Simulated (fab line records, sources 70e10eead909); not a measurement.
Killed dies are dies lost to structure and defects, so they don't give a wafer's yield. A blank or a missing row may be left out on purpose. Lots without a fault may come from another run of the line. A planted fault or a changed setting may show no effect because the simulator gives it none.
Which tool did it? | flow nand_harc | 12 lots, 36 wafers sampled, at 1 step of a route of 1159

WHAT THE GAUGES READ, wafer by wafer
NHARC_P_GATE_CD_MEAS_91: target cd 2000 nm.
lot  | measured     | on        | cd_nm (nm)
L075 | day 5 16:53  | cd_sem-03 | 1999.9 2002.1 2000.4
L078 | day 6 04:55  | cd_sem-02 | 2000.0 2000.3 2000.6
L079 | day 6 21:31  | cd_sem-01 | 1999.6 2001.0 2000.3
L081 | day 7 05:52  | cd_sem-01 | 1999.3 2000.2 2001.0
L082 | day 7 22:01  | cd_sem-01 | 2002.5 2001.3 2000.0
L085 | day 8 14:14  | cd_sem-03 | 1999.8 2000.1 2000.9
L088 | day 8 21:18  | cd_sem-01 | 1999.6 1999.8 1998.6
L089 | day 9 15:51  | cd_sem-02 | 1999.7 2000.2 1999.8
L092 | day 9 19:59  | cd_sem-03 | 2000.2 1998.2 2000.0
L093 | day 10 01:08 | cd_sem-02 | 2001.0 1998.7 2000.4
L095 | day 10 16:01 | cd_sem-01 | 1999.0 1999.2 1999.9
L097 | day 10 21:44 | cd_sem-03 | 1998.2 1999.3 1999.7

WHICH TOOL RAN EACH LOT (tool, then ch and the chambers of the sampled wafers, then the start)
The record holds no process step before these readings.

THE ANSWER, worked out from the rows above alone
Rule: what is usual is taken from the lots themselves. Put in order of their means at a reading, lots are off if they are a third of the lots or fewer, leave a main group of 4 or more, and stand apart from it by a gap of 3 or more times the standard deviation of the main group's means; of several such gaps the widest counts. A main group whose means are all the same, to the digits that the tables above print for the reading, isn't used. A lot without any number at a reading at which 4 lots or more have one is off too. The other lots that the step has rows for count as sound.
No lot is off at any reading shown: from this, nothing can be told.

WHAT THE SIMULATOR HAD PUT IN
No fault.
